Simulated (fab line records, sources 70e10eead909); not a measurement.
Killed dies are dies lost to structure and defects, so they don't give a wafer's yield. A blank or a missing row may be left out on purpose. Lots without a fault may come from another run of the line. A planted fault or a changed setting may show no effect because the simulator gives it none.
Chamber matching | flow nand_harc | NHARC_A_M1_DEP_33 on pecvd-01: 3 sister chambers
The step deposits SiCN, target thk 30 nm. 3 wafers are shown with their chamber, then 8 later ones without.

WAFERS WITH THEIR CHAMBER
wafer  | chamber | heater_power_w (W)
L089.5 | 0       | 555
L089.6 | 1       | 595
L094.1 | 2       | 402

WAFERS WITHOUT THEIR CHAMBER
wafer  | heater_power_w (W)
L094.4 | 397
L094.6 | 628
L096.1 | 399
L096.2 | 647
L096.4 | 595
L097.2 | 417
L097.3 | 599
L097.4 | 426

WHICH CHAMBER EACH WENT THROUGH
wafer  | from the rows above     | in truth
L094.4 | 2                       | 2
L094.6 | can't be placed: 1 or 0 | 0
L096.1 | 2                       | 2
L096.2 | can't be placed: 1 or 0 | 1
L096.4 | can't be placed: 1 or 0 | 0
L097.2 | 2                       | 2
L097.3 | can't be placed: 1 or 0 | 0
L097.4 | 2                       | 2
Placed correctly: 4 of 8. Can't be placed from these rows: 4 (the true chamber is among the candidates in 4). Placed wrongly: 0.
How it was worked out, from the rows above alone: a wafer's distance from a chamber is the root of the sum, over the readings, of the square of ((its reading less the chamber's mean) divided by the reading's scatter). The wafer belongs to the nearest chamber; if the next one is less than 2 further off, it can't be placed. A chamber's mean is the mean of its shown wafers. The scatter: with one shown wafer a chamber, the root of the mean of the squares of how far each hidden wafer lies from its nearest shown one.
